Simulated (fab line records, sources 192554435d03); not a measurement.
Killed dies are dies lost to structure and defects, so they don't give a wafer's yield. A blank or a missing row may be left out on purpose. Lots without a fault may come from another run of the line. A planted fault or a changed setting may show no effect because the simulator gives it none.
Which tool did it? | flow n5_finfet | 8 lots, 24 wafers sampled, at 1 step of a route of 1938

WHAT THE GAUGES READ, wafer by wafer
N5_BEOL_M4_RC_MEAS_101.
lot  | measured     | on        | DIBL_N (mV/V)
L696 | day 9 02:19  | prober-02 | 36.2 37.7 35.9
L705 | day 11 05:29 | prober-02 | 36.2 35.2 37.1
L704 | day 11 08:32 | prober-01 | 33.6 34.7 33.2
L706 | day 11 08:53 | prober-02 | 36.8 36.6 38.6
L707 | day 11 12:03 | prober-01 | 36.9 37.7 36.5
L709 | day 12 05:29 | prober-01 | 38.6 39.0 37.4
L713 | day 12 22:28 | prober-02 | 39.1 38.5 37.6
L716 | day 13 23:38 | prober-02 | 35.6 34.9 33.5

WHICH TOOL RAN EACH LOT (tool, then ch and the chambers of the sampled wafers, then the start)
The record holds no process step before these readings.

THE ANSWER, worked out from the rows above alone
Rule: what is usual is taken from the lots themselves. Put in order of their means at a reading, lots are off if they are a third of the lots or fewer, leave a main group of 4 or more, and stand apart from it by a gap of 3 or more times the standard deviation of the main group's means; of several such gaps the widest counts. A main group whose means are all the same, to the digits that the tables above print for the reading, isn't used. A lot without any number at a reading at which 4 lots or more have one is off too. The other lots that the step has rows for count as sound.
No lot is off at any reading shown: from this, nothing can be told.

WHAT THE SIMULATOR HAD PUT IN
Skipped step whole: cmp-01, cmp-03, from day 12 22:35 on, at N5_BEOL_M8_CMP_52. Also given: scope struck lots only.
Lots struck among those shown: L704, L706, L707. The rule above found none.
